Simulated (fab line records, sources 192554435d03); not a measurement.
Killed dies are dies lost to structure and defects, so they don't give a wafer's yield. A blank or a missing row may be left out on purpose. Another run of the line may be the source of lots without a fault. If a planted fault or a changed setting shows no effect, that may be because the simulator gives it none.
fab line records    flow n5Finfet    part 1 of 2: steps 1 to 4 of 6
record: lots: 20  wafers: 60  lastDay: 17
route steps=1938 shown BEOL_M8@1346 BEOL_M9@1439
lots untouched by any fault: they come from a run of this same line in which no faults occurred
startH: hours from the record's opening day to when the first of the lot's shown wafers began    waitH: hours since the lot's step before    " identical to the entry in the row above    L1.1+2: a row that stands for several wafers    - no value present, or no start provided    * or withheld: withheld    < > ~ a bound
route shown NAME@n: NAME is a module with steps in the file, n the number in the route of the first one    usual: mean/standard deviation of fault-free wafers    same: alike in all rows    chamber/n: place in a boat    sites: the reading at each site    _std_site: the standard deviation of these    _edge_site: the outer-site mean with the inner-site mean subtracted    radiusMm: for every site, how far away it sits from the centre of the wafer    mask NAME#n: copy n    behind: the last tool/chamber to shape the wafer    hold: the reason the lot was held/the length of the hold in hours/how it ended    device: names the non-switching transistor (n, p or np)    end of line: at the end of the route, the tests of the same wafers    step lacking rows: just its recipe    killed: not the wafer's yield, but the dies lost to structure and defects at the first sort    map: dies across one wafer; x = killed, . = not, _ = none there
set.NAME: setting as actually run; set.NAME@STEP: the setting as run at that earlier step    model.NAME: the simulator's own value behind a step, which no gauge read
a sample of lots followed through the steps of the route, with each step as a table and each wafer as a row
services: a tool's chamber out of use, with start hour (startH, from the record's first day; less than 0 if before it), hours out, and reason
== steps ==
step: N5_BEOL_M8_OVL_MEAS_12
recipe: pointsPerWafer: 44
usual: M8_OVL: -0.1/0.63
lot.wafer  tool        chamber  startH  waitH  M8_OVL[nm]
L074.3     overlay-02  0        209.50  0.0    0.2
L074.4     "           0        "       "      0.3
L074.6     "           0        "       "      -0.7
L075.1     overlay-02  0        218.63  0.0    0.9
L075.3     "           0        "       "      0.1
L075.5     "           0        "       "      0.8
L076.1     overlay-02  0        219.07  0.0    -0.5
L076.4     "           0        "       "      0.6
L076.6     "           0        "       "      0.3
L077.3     overlay-01  0        240.70  0.0    -0.7
L077.4     "           0        "       "      -1.1
L077.6     "           0        "       "      -1.1
L078.2     overlay-02  0        250.14  0.0    0.6
L078.3     "           0        "       "      -1.3
L078.6     "           0        "       "      -0.6
L080.4     overlay-02  0        253.16  0.0    0.6
L080.5     "           0        "       "      -0.5
L080.6     "           0        "       "      0.0
L082.2     overlay-02  0        260.31  0.0    0.2
L082.4     "           0        "       "      0.7
L082.5     "           0        "       "      0.4
L081.3     overlay-01  0        260.47  0.0    1.3
L081.5     "           0        "       "      0.0
L081.6     "           0        "       "      0.1
L083.1     overlay-02  0        266.09  0.0    -0.5
L083.4     "           0        "       "      -0.4
L083.6     "           0        "       "      -0.4
L084.1     overlay-02  0        270.37  0.0    0.8
L084.4     "           0        "       "      -0.1
L084.6     "           0        "       "      0.1
L085.1     overlay-01  0        281.65  0.0    -0.9
L085.2     "           0        "       "      -1.1
L085.3     "           0        "       "      -0.5
L087.1     overlay-01  0        288.35  0.0    0.4
L087.3     "           0        "       "      -0.9
L087.5     "           0        "       "      -1.2
L086.2     overlay-01  0        290.86  0.0    -1.0
L086.3     "           0        "       "      0.4
L086.4     "           0        "       "      0.4
L090.1     overlay-01  0        299.52  0.0    1.3
L090.3     "           0        "       "      0.6
L090.6     "           0        "       "      0.7
L089.1     overlay-01  0        304.36  0.0    -0.5
L089.5     "           0        "       "      -1.0
L089.6     "           0        "       "      -0.1
L088.1     overlay-01  0        308.73  0.0    0.4
L088.4     "           0        "       "      -0.8
L088.5     "           0        "       "      0.4
L093.1     overlay-02  0        319.94  0.0    -0.7
L093.3     "           0        "       "      0.2
L093.4     "           0        "       "      -0.8
L092.1     overlay-02  0        320.19  0.0    -0.5
L092.2     "           0        "       "      -1.3
L092.3     "           0        "       "      -0.1
L091.1     overlay-02  0        337.78  0.0    0.5
L091.2     "           0        "       "      -0.3
L091.4     "           0        "       "      -0.1
L095.2     overlay-01  0        346.09  0.0    0.4
L095.5     "           0        "       "      0.2
L095.6     "           0        "       "      0.3
step: N5_BEOL_M8_ETCH_61
recipe: chemistry: CF4  target: SiARC  targetDepthA: 455  maskMaterial: CAR-ArF  timeS: 75.8  ionEnergyEv: 80  pressureMtorr: 40  sourceW: 545  biasW: 36  Ar_flow_sccm: 100  cf4FlowSccm: 100  ends: cleared
usual: biasW: 36.00/0.1  drypumpMotorCurrentA: 5.8/0.51  etchRfOnTimeS: 77.0/2.4  oesProductAu: 0.66/0.088  rfFwdPowerW: 540.2/2.1  rfVppV: 184.2/1.2  showerheadPlenumPTorr: 2.14/0.062  throttleValvePct: 15.68/0.29
lot.wafer  tool        chamber  startH  waitH  biasW  drypumpMotorCurrentA  etchRfOnTimeS  oesProductAu  rfFwdPowerW  rfHoursCounterH  rfVppV  showerheadPlenumPTorr  throttleValvePct
L074.3     rieDiel-05  2        210.23  0.0    36.09  5.9                   75.4           0.61          538.4        214              183.3   2.11                   15.70
L074.4     "           3        "       "      35.80  5.6                   78.3           0.58          542.4        -                185.4   2.21                   15.70
L074.6     "           1        "       "      35.97  4.8                   80.0           0.57          537.8        -                186.4   2.20                   16.02
L075.1     rieDiel-01  0        219.27  0.0    36.03  6.3                   72.5           0.88          539.6        1                186.8   2.29                   15.62
L075.3     "           1        "       "      35.93  6.5                   73.1           0.79          537.4        12               184.3   2.18                   15.00
L075.5     "           3        "       "      36.06  5.7                   76.0           0.64          539.7        -                183.0   2.12                   15.62
L076.1     rieDiel-02  1        219.47  0.0    36.07  5.8                   78.9           0.61          539.9        154              185.0   2.04                   15.52
L076.4     "           3        "       "      35.97  5.9                   74.6           0.76          535.2        -                183.6   2.09                   15.60
L076.6     "           1        "       "      35.88  5.8                   78.7           0.62          541.6        -                184.6   2.04                   15.53
L077.3     rieDiel-05  1        240.79  0.0    36.23  4.8                   79.5           0.57          542.6        228              185.2   2.20                   16.05
L077.4     "           3        "       "      36.07  5.6                   79.9           0.56          539.6        249              184.0   2.20                   15.72
L077.6     "           3        "       "      36.00  5.6                   79.0           0.56          539.7        -                186.3   2.20                   15.74
L078.2     rieDiel-02  0        250.29  0.0    36.02  5.3                   73.9           0.62          541.6        218              186.1   2.13                   16.02
L078.3     "           2        "       "      36.00  5.7                   77.7           0.67          537.9        113              183.7   2.17                   15.76
L078.6     "           0        "       "      36.15  5.3                   73.9           0.61          542.8        -                183.4   2.13                   16.00
L080.4     rieDiel-05  1        253.28  0.0    35.99  4.7                   78.5           0.57          538.2        -                183.9   2.19                   16.03
L080.5     "           0        "       "      35.98  6.4                   79.7           0.61          542.9        -                183.4   2.08                   15.89
L080.6     "           2        "       "      36.14  5.9                   76.1           0.60          542.1        -                185.5   2.11                   15.72
L082.2     rieDiel-05  1        261.57  0.0    35.84  4.8                   79.9           0.56          541.3        237              184.3   2.19                   16.06
L082.4     "           0        "       "      35.93  6.4                   80.1           0.61          539.0        191              183.4   2.08                   15.88
L082.5     "           2        "       "      36.06  5.9                   75.8           0.60          539.8        -                183.8   2.11                   15.72
L081.3     rieDiel-01  2        261.62  0.0    35.88  5.7                   76.3           0.63          534.9        210              184.3   2.20                   16.05
L081.5     "           2        "       "      35.91  5.7                   76.0           0.62          538.4        -                185.4   2.20                   16.04
L081.6     "           1        "       "      36.10  6.5                   73.1           0.76          538.9        -                184.3   2.17                   15.01
L083.1     rieDiel-02  0        266.18  0.0    36.03  5.3                   75.0           0.60          543.3        226              182.2   2.12                   16.06
L083.4     "           2        "       "      36.09  5.8                   79.1           0.64          541.9        -                184.3   2.17                   15.78
L083.6     "           0        "       "      36.04  5.3                   74.7           0.61          539.8        -                183.4   2.12                   16.02
L084.1     rieDiel-01  2        270.46  0.0    36.12  5.7                   75.9           0.62          535.5        215              185.1   2.20                   16.02
L084.4     "           2        "       "      36.05  5.7                   75.5           0.63          538.4        -                184.1   2.20                   16.04
L084.6     "           0        "       "      35.81  6.3                   72.3           0.82          537.0        -                185.0   2.28                   15.64
L085.1     rieDiel-05  3        281.83  0.0    35.94  5.6                   78.2           0.80          541.3        7                185.9   2.20                   15.24
L085.2     "           2        "       "      36.04  5.9                   74.5           0.59          542.4        239              182.3   2.10                   15.75
L085.3     "           0        "       "      35.99  6.3                   80.1           0.60          541.6        199              185.0   2.07                   15.89
L087.1     rieDiel-05  0        288.44  0.0    35.98  6.4                   78.7           0.61          544.7        201              180.9   2.07                   15.90
L087.3     "           3        "       "      36.08  5.7                   76.9           0.80          541.0        9                184.4   2.20                   15.26
L087.5     "           2        "       "      35.94  5.9                   73.7           0.59          542.5        -                185.1   2.10                   15.76
L086.2     rieDiel-05  1        290.95  0.0    35.93  4.7                   80.5           0.55          540.8        247              185.4   2.19                   16.08
L086.3     "           3        "       "      36.03  5.6                   78.2           0.78          540.0        9                185.7   2.20                   15.25
L086.4     "           2        "       "      36.21  5.9                   73.9           0.60          541.3        242              182.8   2.10                   15.76
L090.1     rieDiel-05  0        299.62  0.0    35.93  6.4                   80.7           0.61          540.4        204              182.0   2.07                   15.92
L090.3     "           3        "       "      35.97  5.6                   78.0           0.79          541.2        13               184.0   2.20                   15.26
L090.6     "           3        "       "      36.04  5.6                   78.0           0.79          537.7        -                184.5   2.20                   15.25
L089.1     rieDiel-05  0        304.45  0.0    35.93  6.4                   80.1           0.60          543.5        207              183.5   2.07                   15.90
L089.5     "           0        "       "      35.87  6.3                   80.1           0.60          545.4        -                183.0   2.07                   15.92
L089.6     "           2        "       "      36.00  5.9                   74.8           0.59          538.3        -                184.2   2.10                   15.75
L088.1     rieDiel-05  2        309.11  0.0    36.13  5.9                   74.3           0.59          543.8        251              183.5   2.10                   15.78
L088.4     "           0        "       "      35.98  6.4                   79.3           0.61          539.7        -                183.4   2.07                   15.91
L088.5     "           2        "       "      36.18  5.9                   74.2           0.59          542.4        -                183.2   2.10                   15.77
L093.1     rieDiel-05  2        320.05  0.0    36.08  5.9                   74.6           0.59          539.7        255              185.8   2.10                   15.79
L093.3     "           2        "       "      35.97  5.9                   75.0           0.58          536.8        -                184.2   2.10                   15.77
L093.4     "           3        "       "      36.11  5.6                   78.3           0.76          542.4        -                185.4   2.19                   15.28
L092.1     rieDiel-01  1        320.29  0.0    36.07  6.6                   75.4           0.72          537.3        45               183.6   2.17                   15.03
L092.2     "           0        "       "      35.83  6.3                   72.8           0.78          538.6        40               186.7   2.27                   15.70
L092.3     "           2        "       "      35.97  5.7                   76.9           0.61          535.1        233              185.5   2.19                   16.08
L091.1     rieDiel-05  1        338.06  0.0    36.02  4.7                   75.0           0.83          539.4        3                186.0   2.19                   15.53
L091.2     "           3        "       "      35.93  5.7                   77.4           0.75          543.7        33               183.7   2.19                   15.30
L091.4     "           1        "       "      36.02  4.8                   75.9           0.83          539.8        -                186.2   2.19                   15.54
L095.2     rieDiel-05  1        346.18  0.0    35.86  4.7                   75.0           0.81          536.5        7                183.9   2.19                   15.55
L095.5     "           1        "       "      35.82  4.8                   75.1           0.81          537.4        -                184.1   2.19                   15.55
L095.6     "           3        "       "      35.91  5.6                   78.2           0.74          537.6        -                185.2   2.19                   15.30
step: N5_BEOL_M8_STRIP_36
recipe: chemistry: N2/H2  powerW: 450  tempC: 40  pressureMtorr: 20  rfFrequencyHz: 6e+07  overashFraction: 0.3  biasPowerW: 7  h2Frac: 0.5  n2FlowSccm: 200  h2FlowSccm: 200
usual: drypumpMotorCurrentA: 5.8/0.41  oesProductAu: 0.78/0.087  rfVppV: 59.1/1.5  showerheadPlenumPTorr: 2.55/0.079  throttleValvePct: 23.8/0.39
lot.wafer  tool        chamber  startH  waitH  drypumpMotorCurrentA  oesProductAu  rfHoursCounterH  rfVppV  showerheadPlenumPTorr  throttleValvePct
L074.3     rieDiel-01  1        212.63  0.0    6.5                   0.93          -                63.2    2.63                   23.2
L074.4     "           2        "       "      5.7                   0.76          -                59.3    2.63                   24.2
L074.6     "           1        "       "      6.5                   0.92          -                59.5    2.63                   23.2
L076.1     rieDiel-02  3        221.75  0.0    5.9                   0.87          46               60.2    2.49                   23.8
L076.4     "           1        "       "      5.9                   0.73          -                57.0    2.46                   24.1
L076.6     "           3        "       "      5.9                   0.88          -                59.7    2.49                   23.8
L075.1     rieDiel-05  0        222.12  0.0    6.4                   0.74          177              58.5    2.44                   23.7
L075.3     "           1        "       "      4.7                   0.67          223              60.3    2.61                   24.3
L075.5     "           0        "       "      6.4                   0.74          -                58.4    2.44                   23.7
L077.3     rieDiel-01  1        243.29  0.0    6.5                   0.88          20               60.7    2.62                   23.2
L077.4     "           3        "       "      5.7                   0.72          195              59.3    2.52                   23.8
L077.6     "           3        "       "      5.7                   0.73          -                58.2    2.52                   23.8
L078.2     rieDiel-02  2        252.16  0.0    5.8                   0.80          114              60.2    2.57                   23.7
L078.3     "           1        "       "      5.9                   0.72          169              57.2    2.46                   24.1
L078.6     "           0        "       "      5.3                   0.73          -                59.2    2.52                   24.5
L080.4     rieDiel-01  3        255.76  0.0    5.7                   0.74          198              58.9    2.52                   23.8
L080.5     "           2        "       "      5.7                   0.72          -                60.7    2.62                   24.2
L080.6     "           3        "       "      5.8                   0.73          -                58.4    2.52                   23.8
L082.2     rieDiel-01  1        263.05  0.0    6.5                   0.88          27               61.3    2.62                   23.2
L082.4     "           3        "       "      5.8                   0.73          202              59.7    2.52                   23.8
L082.5     "           0        "       "      6.2                   0.94          -                60.0    2.71                   23.8
L081.3     rieDiel-05  3        263.39  0.0    5.6                   0.96          1                58.9    2.60                   23.1
L081.5     "           0        "       "      6.4                   0.73          -                57.4    2.43                   23.7
L081.6     "           3        "       "      5.6                   0.98          -                59.7    2.60                   23.1
L083.1     rieDiel-01  2        268.90  0.0    5.7                   0.72          214              60.8    2.62                   24.2
L083.4     "           2        "       "      5.7                   0.72          -                61.1    2.62                   24.2
L083.6     "           0        "       "      6.3                   0.92          -                59.0    2.71                   23.8
L084.1     rieDiel-02  0        272.88  0.0    5.3                   0.71          230              59.6    2.52                   24.5
L084.4     "           0        "       "      5.3                   0.71          -                58.2    2.52                   24.5
L084.6     "           1        "       "      5.8                   0.71          -                58.5    2.45                   24.1
L085.1     rieDiel-01  3        284.89  0.0    5.7                   0.71          212              56.5    2.51                   23.8
L085.2     "           0        "       "      6.2                   0.92          27               57.9    2.71                   23.8
L085.3     "           1        "       "      6.5                   0.86          32               60.9    2.62                   23.2
L087.1     rieDiel-01  1        289.65  0.0    6.6                   0.86          34               59.6    2.62                   23.2
L087.3     "           0        "       "      6.3                   0.92          29               56.9    2.71                   23.9
L087.5     "           3        "       "      5.7                   0.72          -                58.2    2.51                   23.8
L086.2     rieDiel-02  3        292.70  0.0    5.9                   0.86          57               60.2    2.49                   23.9
L086.3     "           1        "       "      5.8                   0.71          190              57.6    2.45                   24.1
L086.4     "           0        "       "      5.3                   0.70          239              57.8    2.51                   24.5
L090.1     rieDiel-01  2        302.20  0.0    5.7                   0.72          227              60.1    2.62                   24.2
L090.3     "           3        "       "      5.8                   0.72          219              57.7    2.51                   23.9
L090.6     "           1        "       "      6.6                   0.85          -                59.7    2.61                   23.2
L089.1     rieDiel-01  2        305.66  0.0    5.7                   0.70          229              60.5    2.62                   24.2
L089.5     "           1        "       "      6.5                   0.85          -                58.1    2.61                   23.2
L089.6     "           2        "       "      5.7                   0.72          -                62.0    2.62                   24.2
L088.1     rieDiel-05  2        310.65  0.0    5.9                   0.68          252              57.9    2.47                   23.0
L088.4     "           2        "       "      5.9                   0.69          -                58.9    2.47                   23.0
L088.5     "           3        "       "      5.7                   0.92          -                57.3    2.59                   23.2
L092.1     rieDiel-02  1        321.53  0.0    5.9                   0.69          200              59.8    2.44                   24.1
L092.2     "           0        "       "      5.3                   0.69          247              56.3    2.51                   24.5
L092.3     "           3        "       "      5.9                   0.84          66               59.9    2.48                   23.9
L093.1     rieDiel-02  3        321.93  0.0    5.9                   0.85          67               59.5    2.48                   23.9
L093.3     "           1        "       "      5.9                   0.71          200              56.6    2.44                   24.1
L093.4     "           2        "       "      5.7                   0.76          145              58.7    2.56                   23.7
L091.1     rieDiel-02  3        341.36  0.0    5.9                   0.86          76               58.8    2.48                   23.9
L091.2     "           2        "       "      5.7                   0.75          154              60.9    2.55                   23.7
L091.4     "           1        "       "      5.9                   0.71          -                58.7    2.44                   24.2
L095.2     rieDiel-05  3        348.88  0.0    5.6                   0.87          39               58.7    2.59                   23.2
L095.5     "           1        "       "      4.8                   0.93          -                59.4    2.59                   23.8
L095.6     "           0        "       "      6.4                   0.72          -                57.3    2.42                   23.8
step: N5_BEOL_M8_CD_MEAS_35
recipe: targetCdNm: 40  polarity: opening
usual: cdNm: 39.9/0.69
lot.wafer  tool      chamber  startH  waitH  cdNm
L074.3     cdSem-03  -        213.04  0.0    40.1
L074.4     "         -        "       "      40.6
L074.6     "         -        "       "      39.6
L076.1     cdSem-01  -        222.10  0.0    39.7
L076.4     "         -        "       "      40.0
L076.6     "         -        "       "      39.9
L075.1     cdSem-01  -        222.47  0.0    39.8
L075.3     "         -        "       "      40.8
L075.5     "         -        "       "      38.8
L077.3     cdSem-02  -        243.64  0.0    40.1
L077.4     "         -        "       "      40.8
L077.6     "         -        "       "      40.0
L078.2     cdSem-01  -        252.51  0.0    40.9
L078.3     "         -        "       "      40.1
L078.6     "         -        "       "      39.4
L080.4     cdSem-01  -        256.40  0.0    39.7
L080.5     "         -        "       "      39.3
L080.6     "         -        "       "      39.4
L082.2     cdSem-03  -        263.41  0.0    40.5
L082.4     "         -        "       "      39.4
L082.5     "         -        "       "      40.0
L081.3     cdSem-01  -        263.74  0.0    40.9
L081.5     "         -        "       "      40.4
L081.6     "         -        "       "      41.2
L083.1     cdSem-01  -        269.25  0.0    40.6
L083.4     "         -        "       "      41.2
L083.6     "         -        "       "      39.8
L084.1     cdSem-03  -        273.33  0.0    40.6
L084.4     "         -        "       "      39.3
L084.6     "         -        "       "      39.6
L085.1     cdSem-01  -        285.24  0.0    40.4
L085.2     "         -        "       "      40.5
L085.3     "         -        "       "      39.5
L087.1     cdSem-01  -        290.01  0.0    38.6
L087.3     "         -        "       "      38.4
L087.5     "         -        "       "      37.8
L086.2     cdSem-03  -        293.06  0.0    39.8
L086.3     "         -        "       "      40.3
L086.4     "         -        "       "      40.7
L090.1     cdSem-03  -        302.56  0.0    39.3
L090.3     "         -        "       "      39.7
L090.6     "         -        "       "      40.6
L089.1     cdSem-03  -        306.01  0.0    40.2
L089.5     "         -        "       "      40.2
L089.6     "         -        "       "      39.1
L088.1     cdSem-01  -        311.00  0.0    40.5
L088.4     "         -        "       "      40.1
L088.5     "         -        "       "      40.7
L092.1     cdSem-02  -        321.90  0.0    40.6
L092.2     "         -        "       "      39.8
L092.3     "         -        "       "      38.8
L093.1     cdSem-02  -        322.28  0.0    41.0
L093.3     "         -        "       "      41.4
L093.4     "         -        "       "      40.4
L091.1     cdSem-02  -        341.71  0.0    38.9
L091.2     "         -        "       "      38.4
L091.4     "         -        "       "      39.0
L095.2     cdSem-02  -        349.24  0.0    40.7
L095.5     "         -        "       "      40.5
L095.6     "         -        "       "      39.7
